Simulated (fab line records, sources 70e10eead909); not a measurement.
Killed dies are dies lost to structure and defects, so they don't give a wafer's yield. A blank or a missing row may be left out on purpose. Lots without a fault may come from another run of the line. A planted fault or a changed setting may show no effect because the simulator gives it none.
A struck lot beside a sound one | flow nand_harc | 29 steps out of a route of 1302
Sound: wafers L553.3, L553.4, L553.5. Struck: wafer L558.6. The cause comes at the end.
At each step with rows: each side's tool, then ch and its chambers, then its first start. Under that, the readings that differ: sound wafers | struck wafers | difference of the means | sigmas: that difference in standard deviations of wafers without a fault.
alike: readings whose means differ by less than 2 such deviations, and words and numbers that are the same on both sides. not compared: withheld readings, readings that some wafer has no value for, bounds like >300 that may hide the same value, and numbers for which the record gives no deviation and whose values overlap.
The two part at a step that has a row with sigmas, a row that says differs or no value, or rows on one side only. Numbers that don't overlap but have no deviation are shown without sigmas and don't part them. A reading that every wafer of one side lacks parts them only if that side has two wafers or more.

first, 1 step without rows for these wafers: NHARC_A_CHANNEL_HOLE_D2_XSEM_32.
NHARC_A_CHANNEL_HOLE_D2_INSPECT_40:
  sound on defect_inspect-01, day 15 18:02; struck on defect_inspect-01, day 17 17:13
  alike: raw_defect_count
then, 4 steps without rows for these wafers: NHARC_A_CHANNEL_FILL_D2_PRECLEAN_00 (cleans in SC1); NHARC_A_CHANNEL_FILL_D2_SRD_01; NHARC_A_CHANNEL_FILL_D2_ALD_02 (deposits SiO2, target thk 6 nm, pulse time 10 s, ald cycles 60); NHARC_A_CHANNEL_FILL_D2_ALD_03 (deposits SiNx, target thk 6 nm, pulse time 60 s, ald cycles 58).
NHARC_A_CHANNEL_FILL_D2_ALD_14: deposits SiO2, target thk 2.5 nm, pulse time 10 s, ald cycles 25.
  sound on ald_hk-04 ch 0,1, day 16 00:58; struck on ald_hk-03 ch 3, day 17 23:09
  alike: heater_power_w, precursor_pulse_height_rel
  not compared: since_wet_clean_h
NHARC_A_CHANNEL_FILL_D2_ALD_15: deposits SiNx, target thk 2 nm, pulse time 60 s, ald cycles 19.
  sound on ald_sin_batch-01 ch 0; struck on ald_sin_batch-02 ch 0
  alike: chamber_pressure_Torr, precursor_pulse_height_rel
then, 3 steps without rows for these wafers: NHARC_A_CHANNEL_FILL_D2_ALD_16 (deposits SiO2, target thk 1.5 nm, pulse time 10 s, ald cycles 15); NHARC_A_CHANNEL_FILL_D2_ANNEAL_17 (time 1800 s); NHARC_A_CHANNEL_FILL_D2_CVD_18 (deposits poly-Si, target thk 3 nm).
NHARC_A_CHANNEL_FILL_D2_ETCHBACK_19: etches the open film in HBr/Cl2, target depth 5 nm, time 1.7 s.
  sound on rie_si-03 ch 0,1,3, day 16 19:05; struck on rie_si-01 ch 3, day 18 17:13
  alike: drypump_motor_current_A, oes_product_au, throttle_valve_pct
  not compared: rf_hours_counter_h
NHARC_A_CHANNEL_FILL_D2_ETCHBACK_20: etches the open film in C4F8/O2/Ar, target depth 27 nm, time 13.5 s.
  sound on rie_diel-06 ch 0,2,3, day 16 19:11; struck on rie_diel-06 ch 0, day 18 17:23
  alike: oes_product_au, rf_vpp_V
  not compared: rf_hours_counter_h
then, 11 steps without rows for these wafers: NHARC_A_CHANNEL_FILL_D2_STRIP_28 (strips in O2, time 20 s); NHARC_A_CHANNEL_FILL_D2_PRECLEAN_21 (cleans in dHF, time 30 s); NHARC_A_CHANNEL_FILL_D2_SRD_23; NHARC_A_CHANNEL_FILL_D2_CVD_05 (deposits poly-Si, target thk 5 nm); NHARC_A_CHANNEL_FILL_D2_ANNEAL_22 (time 7200 s); NHARC_A_CHANNEL_FILL_D2_ALD_25 (deposits SiOx, target thk 60 nm, pulse time 10 s, ald cycles 600); NHARC_A_CHANNEL_FILL_D2_ETCHBACK_08 (etches the open film in C4F8, target depth 220 nm, time 110 s); NHARC_A_CHANNEL_FILL_D2_STRIP_29 (strips in O2, time 20 s); NHARC_A_CHANNEL_FILL_D2_PRECLEAN_30 (cleans in dHF, time 30 s); NHARC_A_CHANNEL_FILL_D2_SRD_31; NHARC_A_CHANNEL_FILL_D2_CVD_09 (deposits poly-Si, target thk 150 nm, time 3000 s).
NHARC_A_CHANNEL_FILL_D2_CMP_10: polishes, target thk 150 nm.
  sound on cmp-04 ch 0,2,3, day 17 17:56; struck on cmp-04 ch 3, day 19 21:03
  alike: motor_current_A, time_to_endpoint_s
then, 2 steps without rows for these wafers: NHARC_A_CHANNEL_FILL_D2_SRD_12; NHARC_A_CHANNEL_FILL_D2_RTA_24 (time 5 s).
NHARC_A_STAIRCASE_DEP_156: deposits SiNx, target thk 50 nm.
  sound on pecvd-01 ch 0,1,2, day 17 18:35; struck on pecvd-02 ch 1, day 20 02:17
  reading | sound | struck                   | difference                   | sigmas
  hold    | - - - | await_dispo/4.4h/release | no value on the sound wafers |
  alike: heater_power_w, showerhead_vpp_V
  not compared: since_wet_clean_h
then, 1 step without rows for these wafers: NHARC_END_SORT_01.

WHERE THEY PART
Only at NHARC_A_STAIRCASE_DEP_156, within this record.

WHY: what the simulator had put in
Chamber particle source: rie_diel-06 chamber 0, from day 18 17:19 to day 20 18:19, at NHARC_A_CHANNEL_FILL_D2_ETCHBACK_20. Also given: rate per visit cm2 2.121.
